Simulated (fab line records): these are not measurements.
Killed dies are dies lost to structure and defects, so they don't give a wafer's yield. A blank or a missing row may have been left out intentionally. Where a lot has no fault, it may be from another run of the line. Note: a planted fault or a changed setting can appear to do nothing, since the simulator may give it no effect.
Chamber matching + flow nand-harc + NHARC_A_CHANNEL_HOLE_D2_ETCH_44 on rie-diel-13 has 4 sister chambers
The step etches the open film in CF4/O2, target depth 140 nm, overetch 14 nm, time 77 s. 8 wafers are shown with their chamber, then 8 later ones without.

== WAFERS PAIRED WITH THEIR CHAMBERS ==
| wafer  | chamber | drypump-motor-current-A (A) | oes-product-au (a.u.) |
|--------|---------|-----------------------------|-----------------------|
| L669.4 | 1       | 6.2                         | 0.996                 |
| L678.5 | 0       | 6.3                         | 0.998                 |
| L678.6 | 3       | 6.5                         | 1.011                 |
| L682.2 | 0       | 6.2                         | 1.000                 |
| L683.2 | 3       | 6.5                         | 1.020                 |
| L683.3 | 1       | 6.2                         | 1.004                 |
| L683.5 | 2       | 5.5                         | 1.006                 |
| L685.1 | 2       | 5.5                         | 0.987                 |

== WAFERS WHOSE CHAMBER IS MISSING ==
| wafer  | drypump-motor-current-A (A) | oes-product-au (a.u.) |
|--------|-----------------------------|-----------------------|
| L685.3 | 6.2                         | 0.994                 |
| L685.4 | 6.5                         | 1.013                 |
| L686.2 | 6.2                         | 0.998                 |
| L686.4 | 5.6                         | 0.982                 |
| L686.5 | 6.3                         | 1.000                 |
| L688.1 | 6.3                         | 1.000                 |
| L688.3 | 5.5                         | 1.009                 |
| L688.5 | 5.5                         | 0.993                 |

== CHAMBER TAKEN BY EACH ==
| wafer  | from the rows above     | in truth |
|--------|-------------------------|----------|
| L685.3 | can't be placed: 1 or 0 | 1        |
| L685.4 | 3                       | 3        |
| L686.2 | can't be placed: 1 or 0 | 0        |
| L686.4 | 2                       | 2        |
| L686.5 | can't be placed: 0 or 1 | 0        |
| L688.1 | can't be placed: 0 or 1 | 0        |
| L688.3 | 2                       | 2        |
| L688.5 | 2                       | 2        |
4 of 8 placed correctly. Cannot be placed on the basis of these rows: 4; the candidates contain the true chamber in 4. Placed wrongly: 0.
How it was worked out, from the rows above alone: a wafer's distance from a chamber is the root of the sum, over the readings, of the square of ((its reading less the chamber's mean) divided by the reading's scatter). The wafer belongs to the nearest chamber; if the next one is less than 2 further off, it can't be placed. The mean given for a chamber averages the wafers shown for that chamber. How the scatter is found: for the shown wafers, subtract from each reading the mean of its chamber, square and add these, divide the total by (wafers less chambers), then take the root.
